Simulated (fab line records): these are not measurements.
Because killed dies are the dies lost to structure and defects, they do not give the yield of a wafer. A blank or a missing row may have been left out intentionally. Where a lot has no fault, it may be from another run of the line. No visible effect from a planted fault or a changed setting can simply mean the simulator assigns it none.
What tool caused it? ; flow nand harc ; 36 wafers from 12 lots sampled at 4 of the route's 1302 steps

== WHAT EACH GAUGE READ, for each wafer ==
NHARC_A_BONDPAD_CD_MEAS_13.
lot;measured;on;cd nm (nm)
L075;day 23 14:17;cd sem-02;501.2 502.0 500.8
L077;day 24 20:17;cd sem-01;499.5 496.9 499.2
L078;day 25 21:58;cd sem-01;501.9 500.0 500.0
L082;day 26 14:29;cd sem-03;497.3 498.2 497.3
L083;day 26 19:11;cd sem-03;501.2 499.7 499.9
L085;day 27 22:28;cd sem-01;500.2 502.2 499.8
L087;day 28 06:36;cd sem-02;498.9 499.1 501.3
L089;day 29 13:26;cd sem-02;501.3 501.3 502.6
L091;day 30 07:36;cd sem-02;495.9 495.6 500.9
L093;day 31 04:12;cd sem-01;499.2 500.3 501.8
L094;day 31 11:35;cd sem-03;497.9 500.5 498.1
L097;day 33 04:26;cd sem-03;504.3 500.4 501.8

== WHICH TOOL RAN EACH LOT (tool, then ch and the chambers of the sampled wafers, then the start) ==
lot;NHARC_A_M1_STRIP_18;NHARC_A_M1_CMP_23;NHARC_A_BONDPAD_DEP_00
L075;rie diel-03 ch 0,1,2, day 23 09:37;cmp-03 ch 0,2,3, day 23 11:20;pecvd-04 ch 0,2, day 23 14:17 or earlier
L077;rie diel-03 ch 0,1,3, day 24 15:48;cmp-04 ch 1,2, day 24 17:29;pecvd-03 ch 0,2, day 24 18:45
L078;rie diel-11 ch 0,1,3, day 25 17:02;cmp-03 ch 0,3, day 25 18:43;pecvd-04 ch 1,2, day 25 20:16
L082;rie diel-08 ch 0,2,3, day 26 09:28;cmp-02 ch 1,2,3, day 26 11:21;pecvd-04 ch 0,1,2, day 26 12:44
L083;rie diel-03 ch 0,1,2, day 26 14:07;cmp-02 ch 0,1,3, day 26 16:17;pecvd-04 ch 1,2, day 26 19:11 or earlier
L085;rie diel-08 ch 0,3, day 27 17:40;cmp-04 ch 0,1, day 27 19:34;pecvd-03 ch 0,1,2, day 27 20:46
L087;rie diel-11 ch 0,1,3, day 28 02:05;cmp-03 ch 0,1,3, day 28 03:49;pecvd-04 ch 0,1, day 28 04:59
L089;rie diel-03 ch 1,2,3, day 29 08:39;cmp-03 ch 0,2,3, day 29 10:41;pecvd-02 ch 0,1,2, day 29 11:51
L091;rie diel-08 ch 0,2, day 30 03:05;cmp-02 ch 0,3, day 30 04:48;pecvd-04 ch 0,1, day 30 05:58
L093;rie diel-08 ch 0,3, day 30 23:29;cmp-04 ch 1,3, day 31 01:13;pecvd-03 ch 0,2, day 31 02:28
L094;rie diel-11 ch 1,2,3, day 31 06:45;cmp-02 ch 0,1,3, day 31 08:31;pecvd-04 ch 1,2, day 31 11:35 or earlier
L097;rie diel-03 ch 0,2,3, day 32 23:45;cmp-04 ch 2,3, day 33 01:31;pecvd-03 ch 0,1,2, day 33 02:47
- NHARC_A_M1_STRIP_18: strips in N2/H2.
- NHARC_A_M1_CMP_23: polishes, t overpolish 20 s, target thk 154.34 nm.
- NHARC_A_BONDPAD_DEP_00: deposits SiCN, target thk 250 nm.

== THE ANSWER, worked out from the rows above alone ==
Rule: the lots themselves supply what counts as usual. The widest of any qualifying gaps counts: lots, ordered by their means at a reading, are off when they make up no more than a third of the lots, leave a main group of 4 or more, and stand apart from it by 3 or more times the standard deviation of that group's means. A main group is skipped when, at the precision printed for the reading in the tables above, its means are all equal. A lot without any number at a reading at which 4 lots or more have one is off too. The other lots that the step has rows for count as sound.
Nothing can be told from this: no lot is off at any reading shown.

== WHAT WAS PUT IN BY THE SIMULATOR ==
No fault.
